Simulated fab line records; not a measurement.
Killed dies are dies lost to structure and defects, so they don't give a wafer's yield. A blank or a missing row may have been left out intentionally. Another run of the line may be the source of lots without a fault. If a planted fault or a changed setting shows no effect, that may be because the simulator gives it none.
2 desks looking at one fault -- flow n5 finfet -- numbers are kept per desk, each desk with only its own; the story behind them comes last

## METROLOGY DESK
What the gauges read, lot by lot, whatever tool the lot ran on: means of the sampled wafers that have a number. If a lot's mean is further than 4 standard deviations from the usual mean, the lot is out of limits and carries the mark OUT (the distance appears in the brackets).
Columns: A = V7_OVL at N5_BEOL_M8_OVL_MEAS_29, usual 0.4 nm
lot,first seen here,A
L520,day 10 21:21,0.5
L522,day 11 16:05,1.0
L525,day 11 19:35,0.6
L526,day 11 19:38,0.7
L528,day 12 14:52,0.5
L530,day 13 10:54,0.8
L535,day 14 17:29,0.4
L542,day 16 06:08,0.6
L541,day 16 08:34,1.5
L543,day 16 12:47,0.6
This desk found nothing out of limits on any of the 10 lots.

## THE TOOL OWNER'S DESK: rie diel-05
The tool's own readings at N5_BEOL_M8_ETCH_66 (etches SOC in N2/H2, target depth 80 nm, overetch 16 nm, time 120 s): means of the sampled wafers that have a number, for each lot that ran on this tool. If a lot's mean is further than 4 standard deviations from the usual mean, the lot is out of limits and carries the mark OUT (the distance appears in the brackets).
Columns: A = bias w at N5_BEOL_M8_ETCH_66, usual 150.0 W; B = drypump motor current A at N5_BEOL_M8_ETCH_66, usual 5.7 A; C = oes product au at N5_BEOL_M8_ETCH_66, usual 0.62 a.u.; D = rf vpp V at N5_BEOL_M8_ETCH_66, usual 524.9 V; E = showerhead plenum p Torr at N5_BEOL_M8_ETCH_66, usual 2.58 Torr; F = throttle valve pct at N5_BEOL_M8_ETCH_66, usual 17.82 %
lot,first seen here,A,B,C,D,E,F
L526,day 11 19:49,150.1,5.8,0.54,523.1,2.52,18.16
L528,day 12 15:02,149.9,6.0,0.60,526.3,2.61,17.82
L530,day 13 11:12,115.5 (-73) OUT,6.1,0.59,444.2 (-32) OUT,2.57,17.97
L535,day 14 18:08,115.2 (-74) OUT,6.4,0.64,445.7 (-32) OUT,2.63,17.78
This desk finds L530, L535 out of limits, L530 being first, at day 13 11:12 (bias w at N5_BEOL_M8_ETCH_66). Within limits: L526, L528.

## TAKEN TOGETHER
The tool owner's desk had the chance to raise an alarm at day 13 11:12 on L530, L535.
Metrology desk: nothing out of limits seen.
The metrology desk holds a record of L530, L535, inside its limits.
All the named lots went through N5_BEOL_M8_ETCH_66 on rie diel-05.

## WHAT THE SIMULATOR HAD INSERTED
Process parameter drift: rie diel-05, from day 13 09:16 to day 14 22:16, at N5_BEOL_M8_ETCH_66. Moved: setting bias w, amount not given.
Shown lots that were struck: L530, L535.
Each desk's first reading out of limits, in hours after the fault started: the tool owner's desk, 2.
